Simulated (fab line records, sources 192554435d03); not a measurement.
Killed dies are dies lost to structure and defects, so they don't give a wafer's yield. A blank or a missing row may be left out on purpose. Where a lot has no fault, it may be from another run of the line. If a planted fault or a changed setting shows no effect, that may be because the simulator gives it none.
Which tool did it?	flow n5 finfet	23 lots, 69 wafers sampled, at 6 steps of a route of 1938

== WHAT THE GAUGES SHOWED, per wafer ==
Not one reading of a measure or inspect step in the record can be checked against a usual standard deviation.

== WHICH TOOL RAN EACH LOT (tool, then ch and the chambers of the sampled wafers, then the start) ==
lot	N5_BEOL_M0_SAQP_RECESS_114	N5_BEOL_M0_SAQP_MANDREL1_REMOVE_100	N5_BEOL_M0_SAQP_ETCH_101	N5_BEOL_M0_SAQP_ETCH_106	N5_BEOL_M0_SAQP_SPACER2_ALD_26	N5_BEOL_M0_SAQP_ETCH_49
L074	vapor etch-01 ch 0,1, day 5 17:41	rie si-05 ch 1,2, day 5 19:08	rie diel-05 ch 0,1,3, day 5 19:22	rie diel-06 ch 0,2, day 5 20:05	ald sin-03 ch 0,1,2, day 5 21:52	rie diel-05 ch 0,3, day 6 00:14
L075	vapor etch-02 ch 0,1, day 5 21:16	rie si-04 ch 0,1,2, day 5 23:07	rie diel-06 ch 0,1, day 5 23:16	rie diel-05 ch 1,3, day 5 23:56	ald sin-03 ch 0,1,2, day 6 00:15	rie diel-05 ch 0,2,3, day 6 03:52
L076	vapor etch-01 ch 0,1, day 6 02:33	rie si-06 ch 0,3, day 6 04:37	rie diel-06 ch 0,2, day 6 04:48	rie diel-06 ch 0,1,2, day 6 05:28	ald sin-01 ch 0,1,2, day 6 05:46	rie diel-02 ch 1,2,3, day 6 08:19
L077	vapor etch-02 ch 1, day 6 07:46	rie si-06 ch 0,3, day 6 08:58	rie diel-05 ch 2,3, day 6 09:24	rie diel-06 ch 0,1,3, day 6 10:05	ald sin-03 ch 0,2,3, day 6 10:34	rie diel-05 ch 1,3, day 6 12:41
L078	vapor etch-02 ch 0,1, day 6 10:11	rie si-05 ch 0,1, day 6 11:00	rie diel-02 ch 1,2,3, day 6 11:11	rie diel-06 ch 1,3, day 6 12:00	ald sin-02 ch 1,2,3, day 6 12:31	rie diel-05 ch 2,3, day 6 14:31
L079	vapor etch-02 ch 0,1, day 6 20:15	rie si-06 ch 0,1,3, day 6 21:12	rie diel-06 ch 2,3, day 6 21:21	rie diel-06 ch 1,2, day 6 22:36	ald sin-02 ch 1,2,3, day 6 23:16	rie diel-02 ch 1,2,3, day 7 01:53
L080	vapor etch-01 ch 0,1, day 7 03:16	rie si-06 ch 0,1,2, day 7 04:36	rie diel-05 ch 1,2,3, day 7 04:45	rie diel-06 ch 1,2,3, day 7 05:25	ald sin-03 ch 1,2,3, day 7 05:43	rie diel-05 ch 1,2,3, day 7 07:43
L081	vapor etch-02 ch 0,1, day 7 10:26	rie si-06 ch 0,1,3, day 7 11:35	rie diel-06 ch 0,2,3, day 7 11:44	rie diel-02 ch 0,2,3, day 7 12:24	ald sin-03 ch 0,1,3, day 7 12:42	rie diel-05 ch 0,1,3, day 7 14:49
L082	vapor etch-02 ch 0,1, day 7 14:05	rie si-06 ch 0,2, day 7 15:14	rie diel-02 ch 0,1,3, day 7 15:23	rie diel-05 ch 0,3, day 7 16:03	ald sin-02 ch 1,3, day 7 16:21	rie diel-05 ch 1,2,3, day 7 18:31
L083	vapor etch-02 ch 0,1, day 7 21:24	rie si-06 ch 0,1,3, day 7 22:14	rie diel-06 ch 2,3, day 7 22:23	rie diel-06 ch 0,2,3, day 7 23:04	ald sin-02 ch 2,3, day 7 23:22	rie diel-05 ch 0,1, day 8 02:59
L084	vapor etch-01 ch 0,1, day 8 04:34	rie si-05 ch 0,1, day 8 05:31	rie diel-02 ch 0,1, day 8 05:44	rie diel-05 ch 0,2, day 8 06:25	ald sin-02 ch 0,3, day 8 06:44	rie diel-05 ch 0,1,3, day 8 08:50
L085	vapor etch-02 ch 0,1, day 8 10:25	rie si-05 ch 0,1,3, day 8 11:22	rie diel-02 ch 0,1,3, day 8 11:31	rie diel-02 ch 0,1,3, day 8 12:22	ald sin-01 ch 1,2,3, day 8 12:40	rie diel-06 ch 1,2,3, day 8 14:59
L087	vapor etch-02 ch 0,1, day 8 16:45	rie si-05 ch 1,3, day 8 18:30	rie diel-05 ch 1,3, day 8 18:39	rie diel-06 ch 0,3, day 8 19:19	ald sin-02 ch 0,2,3, day 8 19:37	rie diel-05 ch 0,2, day 8 23:29
L088	vapor etch-02 ch 0,1, day 9 07:50	rie si-05 ch 0,1,3, day 9 08:47	rie diel-02 ch 0,2,3, day 9 08:56	rie diel-05 ch 0,1,3, day 9 09:36	ald sin-01 ch 0,2,3, day 9 09:54	rie diel-06 ch 0,1,2, day 9 12:21
L089	vapor etch-02 ch 0,1, day 9 17:11	rie si-04 ch 1,3, day 9 18:07	rie diel-05 ch 0,2,3, day 9 18:16	rie diel-06 ch 1,2,3, day 9 18:56	ald sin-02 ch 1,2,3, day 9 19:14	rie diel-02 ch 0,1,3, day 9 21:53
L090	vapor etch-02 ch 0,1, day 9 18:56	rie si-05 ch 1,3, day 9 19:46	rie diel-05 ch 2,3, day 9 19:55	rie diel-05 ch 1,2,3, day 9 20:38	ald sin-03 ch 0,2,3, day 9 21:38	rie diel-05 ch 0,1, day 10 00:07
L092	vapor etch-02 ch 0,1, day 9 23:22	rie si-04 ch 0,2,3, day 10 00:34	rie diel-06 ch 0,3, day 10 00:54	rie diel-05 ch 2,3, day 10 01:36	ald sin-03 ch 0,1,3, day 10 01:54	rie diel-06 ch 0,1,3, day 10 04:17
L091	vapor etch-02 ch 0,1, day 9 23:37	rie si-04 ch 1,2,3, day 10 01:02	rie diel-02 ch 1,3, day 10 01:11	rie diel-02 ch 1,2, day 10 01:52	ald sin-02 ch 0,1, day 10 02:10	rie diel-05 ch 0,2,3, day 10 04:23
L093	vapor etch-02 ch 0,1, day 10 05:47	rie si-06 ch 0,1, day 10 06:37	rie diel-06 ch 1,2,3, day 10 06:46	rie diel-05 ch 0,2,3, day 10 07:39	ald sin-01 ch 0,1,3, day 10 07:57	rie diel-02 ch 1,2,3, day 10 10:53
L094	vapor etch-01 ch 0,1, day 10 18:27	rie si-06 ch 0,1,3, day 10 19:43	rie diel-05 ch 1,2, day 10 19:52	rie diel-05 ch 0,1, day 10 20:32	ald sin-01 ch 1,2, day 10 20:50	rie diel-02 ch 1,2,3, day 10 23:17
L095	vapor etch-02 ch 0,1, day 10 21:14	rie si-05 ch 0,1,3, day 10 22:11	rie diel-06 ch 1,2,3, day 10 22:20	rie diel-06 ch 0,3, day 10 23:20	ald sin-03 ch 1,2,3, day 10 23:39	rie diel-02 ch 0,1, day 11 02:03
L096	vapor etch-01 ch 0,1, day 11 00:41	rie si-04 ch 1,2,3, day 11 01:38	rie diel-06 ch 0,1,3, day 11 01:47	rie diel-05 ch 0,1,2, day 11 02:27	ald sin-03 ch 1,2,3, day 11 02:46	rie diel-06 ch 0,1,2, day 11 04:46
L097	vapor etch-01 ch 0,1, day 11 04:25	rie si-05 ch 0,2, day 11 05:52	rie diel-05 ch 1,3, day 11 06:01	rie diel-02 ch 0,2,3, day 11 06:41	ald sin-01 ch 0,1,2, day 11 07:06	rie diel-02 ch 0,2,3, day 11 09:08
- N5_BEOL_M0_SAQP_RECESS_114: chemistry HF/NH3, target SiO2, target depth 14.4 nm, afs cycles 3, sublimation time 60 s.
- N5_BEOL_M0_SAQP_MANDREL1_REMOVE_100: chemistry HBr/Cl2/O2, target a-Si, stops on SiNx, bt time 10 s.
- N5_BEOL_M0_SAQP_ETCH_101: etches SiNx in CH3F/O2, target depth 29.9 nm, time 42.7 s.
- N5_BEOL_M0_SAQP_ETCH_106: etches SOC in N2/H2, stops on SiNx, target depth 150 nm.
- N5_BEOL_M0_SAQP_SPACER2_ALD_26: deposits SiO2, target thk 15 nm, pulse time 1 s, purge time 2 s.
- N5_BEOL_M0_SAQP_ETCH_49: etches SiO2 in CF4/O2, target depth 37 nm.

== AS READ BY THE TOOLS THEMSELVES (means over the sampled wafers that have a number; for cases with no such wafer, the mark the record gives instead) ==
N5_BEOL_M0_SAQP_RECESS_114.
lot	tool	drypump motor current A (A)	foreline p Torr (Torr)
L074	vapor etch-01	5.2	0.1279
L075	vapor etch-02	5.4	0.1283
L076	vapor etch-01	5.4	0.1284
L077	vapor etch-02	5.1	0.1278
L078	vapor etch-02	5.7	0.1282
L079	vapor etch-02	5.7	0.1278
L080	vapor etch-01	5.2	0.1281
L081	vapor etch-02	5.7	0.1279
L082	vapor etch-02	5.7	0.1279
L083	vapor etch-02	5.7	0.1279
L084	vapor etch-01	5.2	0.1281
L085	vapor etch-02	5.7	0.1279
L087	vapor etch-02	5.4	0.1285
L088	vapor etch-02	5.4	0.1279
L089	vapor etch-02	5.4	0.1285
L090	vapor etch-02	5.7	0.1281
L092	vapor etch-02	5.4	0.1276
L091	vapor etch-02	5.7	0.1282
L093	vapor etch-02	5.7	0.1279
L094	vapor etch-01	5.4	0.1279
L095	vapor etch-02	5.7	0.1279
L096	vapor etch-01	5.2	0.1280
L097	vapor etch-01	5.2	0.1278

N5_BEOL_M0_SAQP_MANDREL1_REMOVE_100.
lot	tool	drypump motor current A (A)	oes product au (a.u.)	throttle valve pct (%)
L074	rie si-05	6.0	1.015	36.8
L075	rie si-04	5.5	1.013	36.3
L076	rie si-06	5.9	0.999	36.9
L077	rie si-06	5.5	1.002	36.9
L078	rie si-05	5.4	0.996	36.4
L079	rie si-06	5.6	1.002	36.8
L080	rie si-06	6.1	0.997	36.9
L081	rie si-06	5.6	0.996	36.8
L082	rie si-06	6.3	0.995	36.9
L083	rie si-06	5.6	0.990	36.8
L084	rie si-05	5.3	0.994	36.3
L085	rie si-05	5.5	0.996	36.4
L087	rie si-05	5.7	0.996	36.6
L088	rie si-05	5.5	0.990	36.5
L089	rie si-04	5.2	0.990	36.5
L090	rie si-05	5.6	0.998	36.6
L092	rie si-04	5.6	1.008	36.5
L091	rie si-04	5.4	0.998	36.4
L093	rie si-06	5.7	0.992	36.7
L094	rie si-06	5.6	1.000	36.8
L095	rie si-05	5.5	0.995	36.4
L096	rie si-04	5.4	1.004	36.4
L097	rie si-05	5.6	0.990	36.4

N5_BEOL_M0_SAQP_ETCH_101.
lot	tool	CH3F_flow_sccm (sccm)	drypump motor current A (A)	oes product au (a.u.)	rf vpp V (V)	showerhead plenum p Torr (Torr)	throttle valve pct (%)
L074	rie diel-05	29.95	5.5	0.74	295	2.08	16.46
L075	rie diel-06	29.97	5.4	0.79	293	1.91	16.21
L076	rie diel-06	29.88	5.4	0.72	290	1.93	16.44
L077	rie diel-05	29.98	5.7	0.74	293	2.02	16.44
L078	rie diel-02	30.07	5.7	0.77	290	2.05	16.48
L079	rie diel-06	29.93	5.4	0.69	298	1.93	16.73
L080	rie diel-05	29.95	5.7	0.76	294	2.03	16.32
L081	rie diel-06	30.02	5.4	0.70	294	1.93	16.61
L082	rie diel-02	30.00	5.8	0.85	288	2.05	16.34
L083	rie diel-06	29.93	5.7	0.69	295	1.96	16.66
L084	rie diel-02	30.04	5.7	0.81	289	2.05	16.43
L085	rie diel-02	30.07	5.8	0.83	288	2.05	16.34
L087	rie diel-05	30.07	5.7	0.73	293	2.07	16.47
L088	rie diel-02	30.14	6.1	0.91	291	2.05	16.24
L089	rie diel-05	30.02	5.5	0.73	297	2.01	16.52
L090	rie diel-05	29.91	5.7	0.72	293	2.01	16.48
L092	rie diel-06	30.02	5.1	0.80	295	1.97	16.40
L091	rie diel-02	29.98	5.5	0.75	287	2.04	16.48
L093	rie diel-06	30.01	5.7	0.84	299	2.02	16.31
L094	rie diel-05	30.06	5.7	0.76	295	2.03	16.25
L095	rie diel-06	30.07	5.7	0.84	298	2.02	16.32
L096	rie diel-06	30.03	5.4	0.84	297	1.99	16.26
L097	rie diel-05	30.02	5.7	0.71	292	2.07	16.51

N5_BEOL_M0_SAQP_ETCH_106.
lot	tool	drypump motor current A (A)	oes product au (a.u.)	rf vpp V (V)	showerhead plenum p Torr (Torr)	throttle valve pct (%)
L074	rie diel-06	5.6	0.71	239.3	2.49	17.86
L075	rie diel-05	5.7	0.74	242.8	2.62	17.77
L076	rie diel-06	5.7	0.77	240.1	2.47	17.64
L077	rie diel-06	5.4	0.76	239.2	2.43	17.76
L078	rie diel-06	5.5	0.75	238.9	2.43	17.87
L079	rie diel-06	6.0	0.82	241.0	2.48	17.40
L080	rie diel-06	5.7	0.75	239.5	2.46	17.76
L081	rie diel-02	6.1	0.83	241.7	2.59	17.79
L082	rie diel-05	5.3	0.69	242.2	2.61	18.07
L083	rie diel-06	5.4	0.69	239.4	2.44	18.01
L084	rie diel-05	5.3	0.71	241.3	2.56	17.97
L085	rie diel-02	5.8	0.83	241.5	2.61	17.88
L087	rie diel-06	5.2	0.70	238.6	2.41	18.02
L088	rie diel-05	5.5	0.71	241.1	2.62	17.93
L089	rie diel-06	5.7	0.85	241.4	2.56	17.64
L090	rie diel-05	5.7	0.74	241.9	2.56	17.73
L092	rie diel-05	5.7	0.72	240.0	2.54	17.78
L091	rie diel-02	5.6	0.79	242.0	2.62	18.00
L093	rie diel-05	5.5	0.71	240.9	2.55	17.89
L094	rie diel-05	5.6	0.73	242.4	2.64	17.87
L095	rie diel-06	5.2	0.88	241.0	2.61	17.87
L096	rie diel-05	5.5	0.73	240.9	2.56	17.84
L097	rie diel-02	6.1	0.87	240.8	2.58	17.69

N5_BEOL_M0_SAQP_SPACER2_ALD_26.
lot	tool	heater power w (W)	precursor pulse height rel
L074	ald sin-03	518	0.989
L075	ald sin-03	518	1.003
L076	ald sin-01	484	1.004
L077	ald sin-03	484	0.988
L078	ald sin-02	486	0.985
L079	ald sin-02	487	0.992
L080	ald sin-03	507	0.991
L081	ald sin-03	523	1.009
L082	ald sin-02	541	1.003
L083	ald sin-02	469	0.993
L084	ald sin-02	496	0.993
L085	ald sin-01	485	0.999
L087	ald sin-02	467	1.017
L088	ald sin-01	421	0.993
L089	ald sin-02	496	1.016
L090	ald sin-03	485	0.987
L092	ald sin-03	510	1.007
L091	ald sin-02	519	0.994
L093	ald sin-01	482	1.003
L094	ald sin-01	492	0.997
L095	ald sin-03	500	1.004
L096	ald sin-03	497	0.995
L097	ald sin-01	486	1.005

N5_BEOL_M0_SAQP_ETCH_49.
lot	tool	drypump motor current A (A)	oes product au (a.u.)	rf vpp V (V)	showerhead plenum p Torr (Torr)	throttle valve pct (%)
L074	rie diel-05	5.5	0.70	238	2.27	16.06
L075	rie diel-05	5.5	0.73	240	2.23	15.97
L076	rie diel-02	5.7	0.78	235	2.26	15.96
L077	rie diel-05	5.7	0.74	237	2.28	15.87
L078	rie diel-05	5.7	0.74	237	2.23	15.94
L079	rie diel-02	5.7	0.76	235	2.26	15.97
L080	rie diel-05	5.7	0.76	237	2.23	15.80
L081	rie diel-05	5.5	0.72	239	2.28	15.93
L082	rie diel-05	5.7	0.76	238	2.23	15.81
L083	rie diel-05	5.3	0.72	243	2.28	15.99
L084	rie diel-05	5.5	0.72	239	2.28	15.94
L085	rie diel-06	5.7	0.75	240	2.15	15.96
L087	rie diel-05	5.2	0.71	244	2.23	16.07
L088	rie diel-06	5.7	0.75	236	2.14	15.84
L089	rie diel-02	5.8	0.82	233	2.25	15.86
L090	rie diel-05	5.6	0.73	240	2.27	15.82
L092	rie diel-06	5.5	0.85	241	2.20	15.81
L091	rie diel-05	5.5	0.72	240	2.22	16.01
L093	rie diel-02	5.7	0.83	235	2.25	15.86
L094	rie diel-02	5.7	0.83	236	2.25	15.86
L095	rie diel-02	5.8	0.78	233	2.26	16.02
L096	rie diel-06	5.7	0.74	236	2.14	15.87
L097	rie diel-02	6.1	0.87	235	2.24	15.71

== THE ANSWER, worked out from the rows above alone ==
Rule: usual is defined by the lots themselves. The widest of any qualifying gaps counts: lots, ordered by their means at a reading, are off when they make up no more than a third of the lots, leave a main group of 4 or more, and stand apart from it by 3 or more times the standard deviation of that group's means. A main group whose means are all the same, to the digits that the tables above print for the reading, isn't used. Also off: a lot with no number at a reading for which 4 or more lots have one. The other lots that the step has rows for count as sound. After the gauges, taken in route order, come the tools' own readings; for these a lot's mean is taken, as printed above. At the first step where some lot is off, the reading lying furthest off is the one used; lots without a number count as furthest.
No lot is off at any reading shown: from this, nothing can be told.

== WHAT THE SIMULATOR HAD PUT IN ==
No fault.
